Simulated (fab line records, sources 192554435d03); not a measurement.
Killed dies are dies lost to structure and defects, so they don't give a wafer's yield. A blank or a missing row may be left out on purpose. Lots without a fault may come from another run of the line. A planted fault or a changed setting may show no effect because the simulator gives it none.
One fault seen from 2 desks | flow n5_finfet | each desk has only its own numbers; what lay behind them comes last

THE METROLOGY DESK
What the gauges read, lot by lot, whatever tool the lot ran on: means of the sampled wafers that have a number. A lot is out of limits, marked OUT, if its mean lies more than 4 standard deviations from the usual mean; the brackets give that distance.
Columns: A = M4_ILD_THK at N5_BEOL_M4_THK_MEAS_01, usual 78.6 nm; B = cd_nm at N5_BEOL_M4_CD_MEAS_11, usual 16.83 nm
lot  | first seen here | A    | B
L156 | day 7 22:28     | 78.7 | 16.73
L158 | day 8 11:16     | 78.8 | 16.81
L161 | day 10 07:51    | 79.3 | 16.72
L168 | day 11 11:13    | 79.0 | -
L169 | day 11 19:25    | 78.4 | -
L176 | day 13 06:02    | 78.4 | 16.78
This desk's finding: nothing out of limits on any of the 6 lots.

THE TOOL OWNER'S DESK: litho_track-04
The tool's own readings at N5_BEOL_M4_DEVELOP_10 (develop time 30 s): means of the sampled wafers that have a number, for each lot that ran on this tool. A lot is out of limits, marked OUT, if its mean lies more than 4 standard deviations from the usual mean; the brackets give that distance.
Columns: A = chill_plate_temp_C at N5_BEOL_M4_DEVELOP_10, usual 23.00 C
lot  | first seen here | A
L161 | day 10 08:47    | 22.99
L176 | day 13 07:06    | 22.97
This desk's finding: nothing out of limits on any of the 2 lots.

PUT TOGETHER
The metrology desk saw nothing out of limits.
The tool owner's desk saw nothing out of limits.

WHAT THE SIMULATOR HAD PUT IN
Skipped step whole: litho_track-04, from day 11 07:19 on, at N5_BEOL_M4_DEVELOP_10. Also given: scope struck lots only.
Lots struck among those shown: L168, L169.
